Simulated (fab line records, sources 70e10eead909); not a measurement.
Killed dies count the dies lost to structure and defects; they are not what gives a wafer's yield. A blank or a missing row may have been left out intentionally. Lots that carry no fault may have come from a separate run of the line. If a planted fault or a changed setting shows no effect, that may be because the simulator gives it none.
A lot that was struck, set against a sound lot :: flow nandHarc :: 14 out of 1302 route steps
Sound: the wafers L144.2, L144.3, L144.5. Wafers struck: L160.1, L160.2, L160.3. The cause comes at the end.
At each step with rows: each side's tool, then ch and its chambers, then its first start. Under that, the readings that differ: sound wafers :: struck wafers :: difference of the means :: sigmas: that difference in standard deviations of wafers without a fault.
alike: a reading whose means differ by less than 2 such deviations, as well as words and numbers matching on both sides. not compared: withheld readings; readings where some wafer has no value; bounds like >300 that might hide an equal value; numbers whose values overlap and for which the record gives no deviation.
The two part at a step that has a row with sigmas, a row that says differs or no value, or rows on one side only. Numbers that have no deviation but don't overlap get no sigmas and don't part them. A reading missing from all wafers of one side parts the sides only when that side holds two or more wafers.

first, 4 steps without rows for these wafers: NHARC_A_DECK1_JOINT_CURE_26 (time 32 s); NHARC_A_DECK1_JOINT_ANNEAL_27 (time 3600 s); NHARC_A_DECK1_JOINT_ANNEAL_28 (time 1800 s); NHARC_A_DECK1_JOINT_ANNEAL_29 (time 1800 s).
NHARC_A_DECK1_JOINT_CMP_02: polishes SiOx.
  sound on cmp-01 ch 0,3, day 12 19:52; struck on cmp-03 ch 0,1,3, day 19 09:05
  alike: motorCurrentA
then, 1 step without rows for these wafers: NHARC_A_DECK1_JOINT_SRD_15.
NHARC_A_DECK1_JOINT_DEP_16: deposits SiO2, target thk 45 nm.
  sound on pecvd-01 ch 0,2, day 12 20:14; struck on pecvd-03 ch 0,1,2, day 19 09:26
  alike: heaterPowerW, throttleValvePct
  not compared: sinceWetCleanH
NHARC_A_DECK1_JOINT_THK_MEAS_17: measures by ellipsometry.
  struck on filmMetro-02, day 19 09:43; sound on filmMetro-01, day 12 20:31
  alike: thkNm
NHARC_A_DECK1_JOINT_INSPECT_05:
  struck on defectInspect-02, day 19 09:46; sound on defectInspect-02, day 12 20:33
reading: rawDefectCount
sound: 729 490 537
struck: 212 236 381
difference: -309
sigmas: -3
then, 1 step without rows for these wafers: NHARC_A_ONON_D2_DEP_00 (target thk 1000 nm).
NHARC_A_ONON_D2_THK_MEAS_02: measures by ellipsometry.
  struck on filmMetro-01, day 19 10:20; sound on filmMetro-01, day 12 21:08
  alike: thkNm
NHARC_A_ONON_D2_DEP_03: target thk 1000 nm.
  sound on pecvdOnon-04 ch 0, day 12 21:14; struck on pecvdOnon-04 ch 0, day 19 10:23
NHARC_A_ONON_D2_THK_MEAS_05: measures by ellipsometry.
  struck on filmMetro-01, day 19 10:54; sound on filmMetro-02, day 12 21:41
reading: thkNm (nm)
sound: 1018 1017 1019
struck: 957 957 959
difference: -60
sigmas: -6
then, 1 step without rows for these wafers: NHARC_A_ONON_D2_DEP_06 (target thk 1000 nm).

WHERE THEY PART
At NHARC_A_DECK1_JOINT_INSPECT_05 first; at NHARC_A_ONON_D2_THK_MEAS_05 last (within this record only).

WHY: what the simulator had put in
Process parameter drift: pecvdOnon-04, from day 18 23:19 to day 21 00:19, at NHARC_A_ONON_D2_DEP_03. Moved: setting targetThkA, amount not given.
